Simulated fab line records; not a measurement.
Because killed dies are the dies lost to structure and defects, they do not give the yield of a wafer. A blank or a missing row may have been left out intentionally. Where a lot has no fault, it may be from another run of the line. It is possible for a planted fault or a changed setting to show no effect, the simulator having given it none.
Split-lot experiment    flow n5 finfet    route with 1938 steps; 7 lots, 39 wafers read

## THE SPLIT
At N5_BEOL_M4_TRENCH_ETCH_37 (etches SiOC in C4F6/O2, target depth 55.555 nm, time 29.2 s), the setting time s was moved away from the recipe's 29.2 s on 15 of the 39 wafers read, by -49.8% to +45.3%. The other wafers ran this setting at the recipe's value.

## FROM THE SPLIT TO THE READING: what the file shows between them, 8 steps
- N5_BEOL_M4_ETCH_41: etches SiCN in CH3F/O2, target depth 29.9 nm, time 52.5 s
- N5_BEOL_M4_STRIP_97: strips in N2/H2, time 10 s
- N5_BEOL_M4_OCD_MEAS_38
- N5_BEOL_M4_HM_STRIP_39: strips TiN in peroxide tin strip, target depth 25 nm, time 158 s
- N5_BEOL_M4_SRD_40: time 30 s
- N5_BEOL_M4_ECD_50: material Cu, target thk 300 nm
- N5_BEOL_M4_ANNEAL_51: time 90 s
- N5_BEOL_M4_CMP_52: polishes, stops on SiOC, t overpolish 6.8 s, target thk 40 nm

## THE READING
M4_THK, in nm, at N5_BEOL_M4_THK_MEAS_53 (measures by xrf). A value of 40.3 nm with a standard deviation of 1.4 nm is what fault-free wafers of this fab line usually give.

wafer   tool, chamber at the split  time s as run, s  against the recipe  M4_THK, nm  against lot-mates on the recipe
L074.1  rie diel-03, 2              14.86             -49.1%              11.4        -29.7
L074.2  rie diel-03, 1              14.86             -49.1%              12.2        -28.9
L074.3  rie diel-03, 0              29.2              recipe              41.6        -
L074.4  rie diel-03, 3              14.86             -49.1%              13.9        -27.2
L074.5  rie diel-03, 3              29.2              recipe              42.0        -
L074.6  rie diel-03, 2              29.2              recipe              39.8        -
L077.1  rie diel-06, 0              29.2              recipe              42.0        -
L077.2  rie diel-06, 1              14.67             -49.8%              12.7        -28.4
L077.3  rie diel-06, 2              14.67             -49.8%              14.3        -26.8
L077.4  rie diel-06, 3              29.2              recipe              39.4        -
L077.5  rie diel-06, 3              14.67             -49.8%              11.8        -29.3
L077.6  rie diel-06, 0              29.2              recipe              42.0        -
L081.1  rie diel-03, 3              29.2              recipe              42.1        -
L081.2  rie diel-03, 1              29.2              recipe              39.8        -
L081.3  rie diel-03, 2              33.59             +15.0%              46.5        +5.4
L081.4  rie diel-03, 2              33.59             +15.0%              48.6        +7.5
L081.5  rie diel-03, 3              29.2              recipe              41.5        -
L081.6  rie diel-03, 1              33.59             +15.0%              49.0        +7.9
L085.1  rie diel-01, 2              29.2              recipe              38.8        -
L085.2  rie diel-01, 0              29.2              recipe              41.2        -
L085.3  rie diel-01, 3              29.2              recipe              39.9        -
L085.4  rie diel-01, 1              29.2              recipe              40.4        -
L085.5  rie diel-01, 2              29.2              recipe              38.2        -
L085.6  rie diel-01, 1              29.2              recipe              39.9        -
L088.2  rie diel-06, 3              29.2              recipe              38.8        -
L088.3  rie diel-06, 2              29.2              recipe              43.1        -
L088.6  rie diel-06, 2              29.2              recipe              40.9        -
L091.1  rie diel-03, 3              38.15             +30.7%              60.4        +19.2
L091.2  rie diel-03, 2              38.15             +30.7%              56.8        +15.6
L091.3  rie diel-03, 1              29.2              recipe              40.1        -
L091.4  rie diel-03, 0              29.2              recipe              42.1        -
L091.5  rie diel-03, 1              38.15             +30.7%              55.9        +14.7
L091.6  rie diel-03, 0              29.2              recipe              41.4        -
L094.1  rie diel-03, 2              29.2              recipe              40.4        -
L094.2  rie diel-03, 3              42.44             +45.3%              67.9        +27.9
L094.3  rie diel-03, 1              42.44             +45.3%              63.6        +23.6
L094.4  rie diel-03, 2              29.2              recipe              38.9        -
L094.5  rie diel-03, 3              42.44             +45.3%              67.4        +27.4
L094.6  rie diel-03, 1              29.2              recipe              40.8        -

FIT RESULTS
A straight line over all 39 wafers: M4_THK changes by +0.562 nm for each +1% of time s; r = +1.00; the points scatter about the line by 1.4 nm.
The same after taking each lot's own level away (the mean of its wafers on the recipe; 39 wafers): +0.568 nm for each +1%; r = +1.00; scatter 1.4 nm.
That fit puts the effect of the largest move of time s on the reading at 28 nm.
The span of the lots' own levels, 39.73 to 41.20 nm, comes to 1.0 times the standard deviation stated above.
Consequently the slope shifts little with the lot-to-lot level, the two slopes agreeing.
Check: -28.5 nm against its lot-mates is what the line predicts for one of the wafers moved furthest among these (-49.8%) when that wafer is left out of the fit. It came out at -28.4 nm against them.

## THESE WAFERS: OTHER SPLITS
Before the reading, these wafers also passed through other splits. Each is held against what the fit with the lots' levels taken away leaves over:
other split on the same wafers                  wafers away from the commonest value  r with M4_THK (lot level and that fit taken away)
N5_PMOS_HMC_CHANNEL_EPI_ETCH_38 target depth a  15                                    -0.01
N5_SPACER0_ALD_07 target thk a                  9                                     +0.18
N5_HKMG_FIN_DEVELOP_11 develop time s           18                                    +0.18
N5_BEOL_M0_TRENCH_ETCH_107 target depth a       9                                     -0.09

## THE WHOLE CHAIN: every reading that the file lists as answering this split, in the file's order
step                       what it does                                                   reading                                                                           change (the file's fit)                 r (the file's)
N5_BEOL_M4_TRENCH_ETCH_37  etches SiOC in C4F6/O2, target depth 55.555 nm, time 29.2 s    BEOL_M4.feature depth nm (the simulator's own value, which no gauge read)         +0.556 nm for each +1% of the setting   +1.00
N5_BEOL_M4_TRENCH_ETCH_37  etches SiOC in C4F6/O2, target depth 55.555 nm, time 29.2 s    etch.depth nm (the simulator's own value, which no gauge read)                    +0.556 nm for each +1% of the setting   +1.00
N5_BEOL_M4_TRENCH_ETCH_37  etches SiOC in C4F6/O2, target depth 55.555 nm, time 29.2 s    TiN_of_BEOL_M4_HM_DEP_02.thk nm (the simulator's own value, which no gauge read)  -0.0219 nm for each +1% of the setting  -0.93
N5_BEOL_M4_OCD_MEAS_38                                                                    trench depth nm                                                                   +0.553 nm for each +1% of the setting   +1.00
N5_BEOL_M4_CMP_52          polishes, stops on SiOC, t overpolish 6.8 s, target thk 40 nm  Cu_of_BEOL_M4_ECD_50.thk nm (the simulator's own value, which no gauge read)      +0.559 nm for each +1% of the setting   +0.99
N5_BEOL_M4_THK_MEAS_53     measures by xrf                                                M4_THK                                                                            +0.568 for each +1% of the setting      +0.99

## FILE'S OWN FIT
M4_THK changes by +0.568 nm for each +1% of time s, r = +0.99.
